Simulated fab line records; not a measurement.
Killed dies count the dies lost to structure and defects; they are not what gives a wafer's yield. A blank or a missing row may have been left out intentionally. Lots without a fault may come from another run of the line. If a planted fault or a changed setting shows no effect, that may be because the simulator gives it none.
Chamber matching | flow n5-finfet | uv-cure-01 running N5_BEOL_M8_CURE_74: 3 sister chambers
The step cures SiCOH lowk, time 240 s. 6 wafers are shown with their chamber, then 8 later ones without.

== EACH WAFER AND ITS CHAMBER ==
wafer  | chamber | wafer_temp_C_max | lamp-power-pct (%)
L083.3 | 2       | 386.9            | 52.32
L082.4 | 1       | 386.7            | 52.28
L082.5 | 1       | 385.5            | 52.30
L089.3 | 0       | 386.4            | 52.27
L089.5 | 0       | 386.7            | 52.31
L088.1 | 2       | 388.5            | 52.30

== WAFERS MISSING THEIR CHAMBER ==
wafer  | wafer_temp_C_max | lamp-power-pct (%)
L088.2 | 386.9            | 52.31
L088.6 | 387.5            | 52.33
L088.3 | 387.0            | 52.28
L088.4 | 387.8            | 52.19
L088.5 | 387.3            | 52.35
L091.2 | 386.1            | 52.40
L091.5 | 386.2            | 52.29
L091.6 | 385.4            | 52.28

== THE CHAMBER EACH PASSED THROUGH ==
wafer  | from the rows above          | in truth
L088.2 | can't be placed: 2 or 0 or 1 | 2
L088.6 | can't be placed: 2 or 0 or 1 | 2
L088.3 | can't be placed: 0 or 1 or 2 | 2
L088.4 | can't be placed: 0 or 1 or 2 | 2
L088.5 | can't be placed: 2 or 0 or 1 | 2
L091.2 | can't be placed: 2 or 1 or 0 | 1
L091.5 | can't be placed: 1 or 0 or 2 | 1
L091.6 | can't be placed: 1 or 0      | 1
0 of 8 placed correctly. Cannot be placed on the basis of these rows: 8; the candidates contain the true chamber in 8. Placed wrongly: 0.
How it was worked out, from the rows above alone: a wafer's distance from a chamber is the root of the sum, over the readings, of the square of ((its reading less the chamber's mean) divided by the reading's scatter). The wafer belongs to the nearest chamber; if the next one is less than 2 further off, it can't be placed. Each chamber's mean is taken over the wafers shown for it. The scatter: take each reading less its chamber's mean, square it, sum over the shown wafers, divide by the number of wafers less the number of chambers, and take the root.
